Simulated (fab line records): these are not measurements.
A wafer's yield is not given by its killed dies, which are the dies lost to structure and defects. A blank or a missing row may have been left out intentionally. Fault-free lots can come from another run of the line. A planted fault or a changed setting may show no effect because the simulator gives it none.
fab line records	flow nandHarc
record: lots: 6	wafers: 18	lastDay: 32
route steps=1302 shown P_ZERO_WELL@37 END@1302
lots that met no fault: taken from a fault-free run of the same line
startH: start of the lot's first displayed wafer, in hours after the record's first day	waitH: hours since the lot's step before	" as in the row above	L1.1+2: a row that stands for several wafers	- value missing, or start not given	* or withheld: withheld	< > ~ a bound
route shown NAME@n: NAME is a module with steps in the file, n the number in the route of the first one	usual: mean/standard deviation of fault-free wafers	same: alike in all rows	chamber/n: place in a boat	sites: each site's reading	_std_site: standard deviation across them	_edge_site: the outer-site mean with the inner-site mean subtracted	radiusMm: how far each site lies from the wafer's centre	mask NAME#n: copy n	behind: the tool/chamber that last shaped the wafer	hold: reason for holding the lot/hours on hold/outcome of the hold	device: the transistor (n, p or np) that didn't switch	end of line: the same wafers' tests at the end of the route	a step without rows: its recipe alone	killed: count of dies lost to structure and defects at first sort (not the wafer's yield)	map: a wafer's dies, marking killed ones x, the rest . and places with no die _
set.NAME: the setting as run; set.NAME@STEP: as run at that earlier step	model.NAME: the simulator's own value behind a step, which no gauge read
lots at selected steps of the route; one table per step, one row per wafer
services: from which hour (startH, from the record's first day; less than 0 if before it) a tool's chamber was out of use, for how many hours, and why
== steps ==
step: NHARC_P_ZERO_WELL_HMDS_30
recipe: timeS: 30
step: NHARC_P_ZERO_WELL_COAT_31
recipe: spinRpm: withheld
step: NHARC_P_ZERO_WELL_SOFTBAKE_32
recipe: tempC: 122	timeS: 95
step: NHARC_P_ZERO_WELL_EBR_33
step: NHARC_P_ZERO_WELL_EXPOSE_34
recipe: na: 0.6	targetCdNm: 720	doseMj: 22.31	maskId: P_PWELL
step: NHARC_P_ZERO_WELL_PEB_35
recipe: pebTempC: 118	pebTimeS: 85
step: NHARC_P_ZERO_WELL_DEVELOP_36
recipe: timeS: 70
step: NHARC_P_ZERO_WELL_CD_MEAS_37
recipe: targetCdNm: 720	landingEnergyEv: 500
usual: cdNm: 722.5/2.2
lot.wafer	tool	chamber	startH	waitH	cdNm
L296.1	cdSem-03	0	64.15	-	720.0
L296.2	"	0	"	"	722.2
L296.5	"	0	"	"	721.1
L297.2	cdSem-02	0	74.25	-	721.0
L297.4	"	0	"	"	720.0
L297.5	"	0	"	"	725.4
L307.1	cdSem-02	0	175.60	-	724.0
L307.2	"	0	"	"	724.9
L307.3	"	0	"	"	724.1
L308.1	cdSem-01	0	184.01	-	724.2
L308.2	"	0	"	"	719.1
L308.6	"	0	"	"	723.4
L311.1	cdSem-02	0	219.58	-	725.0
L311.4	"	0	"	"	721.0
L311.5	"	0	"	"	723.5
L312.2	cdSem-02	0	224.10	-	721.5
L312.5	"	0	"	"	722.3
L312.6	"	0	"	"	723.2
step: NHARC_P_ZERO_WELL_HARDBAKE_38
recipe: tempC: 125	timeS: 80
step: NHARC_P_ZERO_WELL_DESCUM_39
recipe: timeS: 3	o2FlowSccm: 200	arFlowSccm: 0	biasPowerW: 0	chemistry: O2
usual: drypumpMotorCurrentA: 5.7/0.44	oesProductAu: 0.995/0.012	rfVppV: 57.6/0.99	showerheadPlenumPTorr: 1.87/0.086	throttleValvePct: 11.312/0.0084
lot.wafer	tool	chamber	startH	waitH	drypumpMotorCurrentA	oesProductAu	rfHoursCounterH	rfVppV	showerheadPlenumPTorr	throttleValvePct
L296.1	rieDiel-01	0	64.31	-	5.8	1.004	10	58.7	2.02	11.301
L296.2	"	3	"	"	5.7	1.004	11	57.0	1.93	11.312
L296.5	"	1	"	"	5.2	0.986	-	57.0	1.79	11.310
L297.4	rieDiel-01	1	74.42	-	5.3	0.976	10	57.0	1.79	11.308
L297.2	"	3	"	"	5.7	0.990	14	58.2	1.93	11.305
L297.5	"	0	"	"	5.8	0.996	-	58.3	2.02	11.306
L307.2	rieDiel-06	0	175.76	-	5.7	1.005	12	58.1	1.81	11.301
L307.1	"	1	"	"	6.0	1.019	14	56.2	1.80	11.314
L307.3	"	2	"	"	5.6	1.001	13	57.2	1.91	11.316
L308.1	rieDiel-11	2	184.18	-	5.9	1.000	35	58.7	1.93	11.328
L308.2	"	3	"	"	5.5	0.995	32	57.8	1.90	11.314
L308.6	"	3	"	"	5.5	0.989	-	56.3	1.90	11.317
L311.4	rieDiel-11	2	219.77	-	5.9	1.005	50	59.6	1.92	11.321
L311.1	"	3	"	"	5.5	0.989	46	56.3	1.89	11.304
L311.5	"	1	"	"	4.9	0.987	-	58.0	1.79	11.334
L312.2	rieDiel-06	1	224.27	-	6.0	0.995	29	58.3	1.79	11.322
L312.5	"	0	"	"	5.7	0.990	-	56.9	1.81	11.298
L312.6	"	1	"	"	6.0	0.997	-	57.9	1.79	11.308
step: NHARC_P_ZERO_WELL_IMPLANT_40
recipe: energyKev: 300	doseCm2: 1e+13	tiltDeg: 7
step: NHARC_P_ZERO_WELL_IMPLANT_59
recipe: energyKev: 120	doseCm2: 5e+12	tiltDeg: 7
step: NHARC_P_ZERO_WELL_IMPLANT_60
recipe: energyKev: 30	doseCm2: 2e+12	tiltDeg: 7
usual: beamEnergyKeV: 30.001/0.0092	beamOnS: 10.00/0.19	faradayCurrentUA: 25.4/0.47
lot.wafer	tool	chamber	startH	waitH	beamEnergyKeV	beamOnS	faradayCurrentUA
L296.1	implanter-01	-	64.81	0.1	-	-	-
L296.2	"	-	"	"	-	-	-
L296.5	"	-	"	"	-	-	-
L297.2	implanter-01	-	74.94	0.1	-	-	-
L297.4	"	-	"	"	-	-	-
L297.5	"	-	"	"	-	-	-
L307.1	implanter-02	0	176.27	0.1	30.008	10.07	25.3
L307.2	"	0	"	"	29.999	10.00	25.4
L307.3	"	0	"	"	30.003	9.85	25.7
L308.1	implanter-02	0	184.70	0.2	30.010	9.90	25.7
L308.2	"	0	"	"	30.005	9.79	25.8
L308.6	"	0	"	"	30.000	10.13	25.0
L311.1	implanter-01	0	220.25	0.1	30.002	10.47	24.2
L311.4	"	0	"	"	29.992	9.89	25.7
L311.5	"	0	"	"	29.994	9.84	25.7
L312.2	implanter-02	0	224.80	0.1	30.007	10.18	24.9
L312.5	"	0	"	"	30.016	10.20	24.7
L312.6	"	0	"	"	29.999	10.22	24.9
step: NHARC_P_ZERO_WELL_STRIP_41
recipe: timeS: 840	tempC: 130	chemistry: SPM
step: NHARC_END_SORT_01
recipe: tempC: 25
usual: killedAtArray: 54/12	killedAtOther: 0.7/1.1	killedAtPeriphery: 3.9/2.8	killedDies: 59/13	killedOpen: 3.4/2	killedShort: 2.5/1.7
same: grossDies: 677
lot.wafer	tool	chamber	startH	waitH	killedAtArray	killedAtOther	killedAtPeriphery	killedDies	killedOpen	killedShort
L297.2	prober-02	0	592.41	2.8	68	0	609	677	1	2
L297.4	prober-02	0	594.00	3.4	65	0	612	677	3	3
L297.5	prober-02	0	594.79	3.7	71	0	606	677	4	2
L296.1	prober-02	0	599.38	2.5	44	1	632	677	4	2
L296.2	prober-02	0	600.17	2.8	42	0	635	677	4	2
L296.5	prober-02	0	602.56	3.7	49	1	627	677	2	3
killed by level:class
L297.2 P_ZERO_WELL:areaImplant=606 A_SLIT:chamberFilmFlake=28 A_CHANNEL_HOLE_D2:chamberFilmFlake=25 A_STAIRCASE:chamberFilmFlake=4 A_CONTACT:chamberFilmFlake=3 P_M2:chamberFilmFlake=2 A_CHANNEL_FILL_D2:chamberFilmFlake=2 A_M1:chamberFilmFlake=2
L297.4 P_ZERO_WELL:areaImplant=603 A_CHANNEL_HOLE_D2:chamberFilmFlake=24 A_SLIT:chamberFilmFlake=20 A_CONTACT:chamberFilmFlake=8 A_CHANNEL_HOLE_D1:chamberFilmFlake=6 P_M2:chamberFilmFlake=3 A_STAIRCASE:chamberFilmFlake=3 P_STI:chamberFilmFlake=2
L297.5 P_ZERO_WELL:areaImplant=601 A_CHANNEL_HOLE_D2:chamberFilmFlake=29 A_SLIT:chamberFilmFlake=15 A_CONTACT:chamberFilmFlake=7 P_M2:chamberFilmFlake=4 A_STAIRCASE:chamberFilmFlake=4 A_M0:geometricParticle:open=3 A_CHANNEL_HOLE_D1:chamberFilmFlake=3
L296.1 P_ZERO_WELL:areaImplant=630 A_SLIT:chamberFilmFlake=22 A_CHANNEL_HOLE_D2:chamberFilmFlake=9 A_CONTACT:chamberFilmFlake=6 P_CONTACT:geometricParticle:open=1 A_ONON_D1:geometricParticle:open=1 A_SGD_CUT:geometricParticle:short=1 A_BLC:geometricParticle:open=1
L296.2 P_ZERO_WELL:areaImplant=633 A_SLIT:chamberFilmFlake=26 A_CHANNEL_HOLE_D2:chamberFilmFlake=6 A_CONTACT:chamberFilmFlake=3 P_CONTACT:geometricParticle:open=2 A_ONON_D2:geometricParticle:short=1 A_CHANNEL_FILL_D2:geometricParticle:open=1 A_SGD_CUT:geometricParticle:short=1
L296.5 P_ZERO_WELL:areaImplant=625 A_SLIT:chamberFilmFlake=26 A_CHANNEL_HOLE_D2:chamberFilmFlake=12 A_WL_FILL:geometricParticle:short=2 P_ZERO_WELL:chamberFilmFlake=2 A_CHANNEL_HOLE_D1:chamberFilmFlake=2 A_CHANNEL_HOLE_D1:geometricParticle:short=1 A_CHANNEL_FILL_D1:geometricParticle:open=1
map L296.1 (x killed, . not)
____________x____________
_________xxxxxxx_________
_______xxxxxxxxxxx_______
______xxxxxxxxxxxxx______
_____xxxxxxxxxxxxxxx_____
____xxxxxxxxxxxxxxxxx____
____xxxxxxxxxxxxxxxxx____
___xxxxxxxxxxxxxxxxxxx___
___xxxxxxxxxxxxxxxxxxx___
__xxxxxxxxxxxxxxxxxxxxx__
__xxxxxxxxxxxxxxxxxxxxx__
_xxxxxxxxxxxxxxxxxxxxxxx_
_xxxxxxxxxxxxxxxxxxxxxxx_
_xxxxxxxxxxxxxxxxxxxxxxx_
_xxxxxxxxxxxxxxxxxxxxxxx_
_xxxxxxxxxxxxxxxxxxxxxxx_
xxxxxxxxxxxxxxxxxxxxxxxxx
xxxxxxxxxxxxxxxxxxxxxxxxx
xxxxxxxxxxxxxxxxxxxxxxxxx
xxxxxxxxxxxxxxxxxxxxxxxxx
xxxxxxxxxxxxxxxxxxxxxxxxx
_xxxxxxxxxxxxxxxxxxxxxxx_
_xxxxxxxxxxxxxxxxxxxxxxx_
_xxxxxxxxxxxxxxxxxxxxxxx_
_xxxxxxxxxxxxxxxxxxxxxxx_
_xxxxxxxxxxxxxxxxxxxxxxx_
__xxxxxxxxxxxxxxxxxxxxx__
__xxxxxxxxxxxxxxxxxxxxx__
___xxxxxxxxxxxxxxxxxxx___
___xxxxxxxxxxxxxxxxxxx___
____xxxxxxxxxxxxxxxxx____
____xxxxxxxxxxxxxxxxx____
_____xxxxxxxxxxxxxxx_____
______xxxxxxxxxxxxx______
_______xxxxxxxxxxx_______
_________xxxxxxx_________
____________x____________
map L297.2 (x killed, . not)
____________x____________
_________xxxxxxx_________
_______xxxxxxxxxxx_______
______xxxxxxxxxxxxx______
_____xxxxxxxxxxxxxxx_____
____xxxxxxxxxxxxxxxxx____
____xxxxxxxxxxxxxxxxx____
___xxxxxxxxxxxxxxxxxxx___
___xxxxxxxxxxxxxxxxxxx___
__xxxxxxxxxxxxxxxxxxxxx__
__xxxxxxxxxxxxxxxxxxxxx__
_xxxxxxxxxxxxxxxxxxxxxxx_
_xxxxxxxxxxxxxxxxxxxxxxx_
_xxxxxxxxxxxxxxxxxxxxxxx_
_xxxxxxxxxxxxxxxxxxxxxxx_
_xxxxxxxxxxxxxxxxxxxxxxx_
xxxxxxxxxxxxxxxxxxxxxxxxx
xxxxxxxxxxxxxxxxxxxxxxxxx
xxxxxxxxxxxxxxxxxxxxxxxxx
xxxxxxxxxxxxxxxxxxxxxxxxx
xxxxxxxxxxxxxxxxxxxxxxxxx
_xxxxxxxxxxxxxxxxxxxxxxx_
_xxxxxxxxxxxxxxxxxxxxxxx_
_xxxxxxxxxxxxxxxxxxxxxxx_
_xxxxxxxxxxxxxxxxxxxxxxx_
_xxxxxxxxxxxxxxxxxxxxxxx_
__xxxxxxxxxxxxxxxxxxxxx__
__xxxxxxxxxxxxxxxxxxxxx__
___xxxxxxxxxxxxxxxxxxx___
___xxxxxxxxxxxxxxxxxxx___
____xxxxxxxxxxxxxxxxx____
____xxxxxxxxxxxxxxxxx____
_____xxxxxxxxxxxxxxx_____
______xxxxxxxxxxxxx______
_______xxxxxxxxxxx_______
_________xxxxxxx_________
____________x____________
== services ==
tool	chamber	startH	hours	kind
implanter-02	-	45.28	2.6	repair
implanter-02	-	59.19	0.9	repair
rieDiel-06	0	60.27	-	clean
rieDiel-06	1	60.27	-	clean
rieDiel-06	2	60.27	-	clean
rieDiel-06	3	60.27	-	clean
rieDiel-11	0	60.53	-	clean
rieDiel-11	1	60.53	-	clean
rieDiel-06	2	65.05	3.3	repair
rieDiel-11	0	76.95	5.9	repair
rieDiel-11	-	78.50	9.0	pm
implanter-01	-	98.82	1.9	repair
rieDiel-06	2	114.95	8.7	repair
rieDiel-06	-	130.20	9.0	pm
implanter-02	-	135.82	2.8	repair
implanter-02	-	146.00	13.0	pm
rieDiel-11	0	163.92	32.8	repair
implanter-01	-	167.77	1.0	repair
rieDiel-11	2	170.86	4.2	repair
rieDiel-06	2	188.32	14.7	repair
rieDiel-06	-	198.52	1.4	repair
rieDiel-01	-	204.96	9.0	pm
rieDiel-06	0	205.93	4.1	repair
rieDiel-11	2	220.60	10.0	repair
== key ==
firstSign: step: NHARC_P_ZERO_WELL_IMPLANT_60	reading: toolRecord	direction: missing
effect: step: NHARC_END_SORT_01	reading: killedAtPeriphery	direction: up	sigmas: 99+	usual: 3.9	struck: 620.2
moreKillsBornAt: NHARC_P_ZERO_WELL_IMPLANT_60@implanter-01: 3698
metAt NHARC_P_ZERO_WELL_IMPLANT_60
struckWafers L296.1,L296.2,L296.5,L297.2,L297.4,L297.5
laterRowsLeftOut L296.1,L296.2,L296.5,L297.2,L297.4,L297.5
testerLeftOut L296,L297
fault: kind: skippedStepWhole	tool: implanter-01	chamber: -	onsetH: 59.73	steps: NHARC_P_ZERO_WELL_IMPLANT_60	scope: struckLotsOnly
testerLeftOut: of these lots the tester's yield and bins aren't shown, on N5 and GAA mostly nor the transistor test; their killed dies are dies lost to structure and defects alone, not to doping, threshold or leakage, so they don't give the yield
laterRowsLeftOut: the simulator's readings of these wafers behind a module that went badly wrong aren't trusted and aren't shown, but for the sort
